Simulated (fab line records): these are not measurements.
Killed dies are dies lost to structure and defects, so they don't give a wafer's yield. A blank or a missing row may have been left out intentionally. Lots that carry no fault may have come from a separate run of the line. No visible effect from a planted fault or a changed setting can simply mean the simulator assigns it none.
Matching of chambers / flow n5_finfet / 4 sister chambers for N5_SD_EPI_P_ETCH_47 on rie_diel-02
The step etches SiOCN in CH3F/O2, target depth 25 nm. 14 wafers are shown with their chamber, then 7 later ones without.

EACH WAFER AND ITS CHAMBER
wafer=L075.3; chamber=1; showerhead_plenum_p_Torr (Torr)=2.09; drypump_motor_current_A (A)=5.5; throttle_valve_pct (%)=16.29
wafer=L075.5; chamber=1; showerhead_plenum_p_Torr (Torr)=2.09; drypump_motor_current_A (A)=5.5; throttle_valve_pct (%)=16.29
wafer=L075.6; chamber=0; showerhead_plenum_p_Torr (Torr)=1.89; drypump_motor_current_A (A)=5.1; throttle_valve_pct (%)=16.87
wafer=L081.2; chamber=0; showerhead_plenum_p_Torr (Torr)=1.89; drypump_motor_current_A (A)=5.1; throttle_valve_pct (%)=16.91
wafer=L081.4; chamber=1; showerhead_plenum_p_Torr (Torr)=2.08; drypump_motor_current_A (A)=5.6; throttle_valve_pct (%)=16.30
wafer=L081.5; chamber=3; showerhead_plenum_p_Torr (Torr)=2.06; drypump_motor_current_A (A)=6.6; throttle_valve_pct (%)=16.40
wafer=L085.2; chamber=1; showerhead_plenum_p_Torr (Torr)=2.08; drypump_motor_current_A (A)=5.5; throttle_valve_pct (%)=16.32
wafer=L085.4; chamber=2; showerhead_plenum_p_Torr (Torr)=1.94; drypump_motor_current_A (A)=5.1; throttle_valve_pct (%)=16.16
wafer=L085.5; chamber=3; showerhead_plenum_p_Torr (Torr)=2.05; drypump_motor_current_A (A)=6.6; throttle_valve_pct (%)=16.39
wafer=L088.3; chamber=3; showerhead_plenum_p_Torr (Torr)=2.05; drypump_motor_current_A (A)=6.6; throttle_valve_pct (%)=16.40
wafer=L088.4; chamber=2; showerhead_plenum_p_Torr (Torr)=1.94; drypump_motor_current_A (A)=5.1; throttle_valve_pct (%)=16.17
wafer=L088.5; chamber=1; showerhead_plenum_p_Torr (Torr)=2.08; drypump_motor_current_A (A)=5.6; throttle_valve_pct (%)=16.33
wafer=L091.1; chamber=2; showerhead_plenum_p_Torr (Torr)=1.94; drypump_motor_current_A (A)=5.0; throttle_valve_pct (%)=16.19
wafer=L091.2; chamber=1; showerhead_plenum_p_Torr (Torr)=2.07; drypump_motor_current_A (A)=5.6; throttle_valve_pct (%)=16.32

SIGNATURES (averages over the wafers above)
reading=showerhead_plenum_p_Torr; chamber 0=1.8900; chamber 1=2.0817; chamber 2=1.9400; chamber 3=2.0533; scatter within a chamber=0.00592
reading=drypump_motor_current_A; chamber 0=5.100; chamber 1=5.550; chamber 2=5.067; chamber 3=6.600; scatter within a chamber=0.0465
reading=throttle_valve_pct; chamber 0=16.8900; chamber 1=16.3083; chamber 2=16.1733; chamber 3=16.3967; scatter within a chamber=0.0168
Rule: distance of a wafer from a chamber = root of the sum over the readings of ((wafer's reading minus chamber's mean) / reading's scatter) squared. The wafer belongs to the nearest chamber; if the next one is less than 2 further off, it can't be placed. How the scatter is found: for the shown wafers, subtract from each reading the mean of its chamber, square and add these, divide the total by (wafers less chambers), then take the root.

WAFERS MISSING THEIR CHAMBER
wafer=L091.5; showerhead_plenum_p_Torr (Torr)=2.05; drypump_motor_current_A (A)=6.6; throttle_valve_pct (%)=15.96
wafer=L094.2; showerhead_plenum_p_Torr (Torr)=1.93; drypump_motor_current_A (A)=5.1; throttle_valve_pct (%)=16.21
wafer=L094.3; showerhead_plenum_p_Torr (Torr)=2.13; drypump_motor_current_A (A)=5.1; throttle_valve_pct (%)=16.47
wafer=L094.5; showerhead_plenum_p_Torr (Torr)=2.05; drypump_motor_current_A (A)=6.6; throttle_valve_pct (%)=15.97
wafer=L096.1; showerhead_plenum_p_Torr (Torr)=2.07; drypump_motor_current_A (A)=5.5; throttle_valve_pct (%)=16.36
wafer=L096.2; showerhead_plenum_p_Torr (Torr)=2.05; drypump_motor_current_A (A)=6.6; throttle_valve_pct (%)=15.98
wafer=L096.6; showerhead_plenum_p_Torr (Torr)=2.07; drypump_motor_current_A (A)=5.6; throttle_valve_pct (%)=16.36

CHAMBER TAKEN BY EACH
wafer=L091.5; from the rows above=3; in truth=3
wafer=L094.2; from the rows above=2; in truth=2
wafer=L094.3; from the rows above=1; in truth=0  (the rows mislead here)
wafer=L094.5; from the rows above=3; in truth=3
wafer=L096.1; from the rows above=1; in truth=1
wafer=L096.2; from the rows above=3; in truth=3
wafer=L096.6; from the rows above=1; in truth=1
Placed correctly: 6 of 7. Left unplaced by these rows: 0. Number placed wrongly: 1.
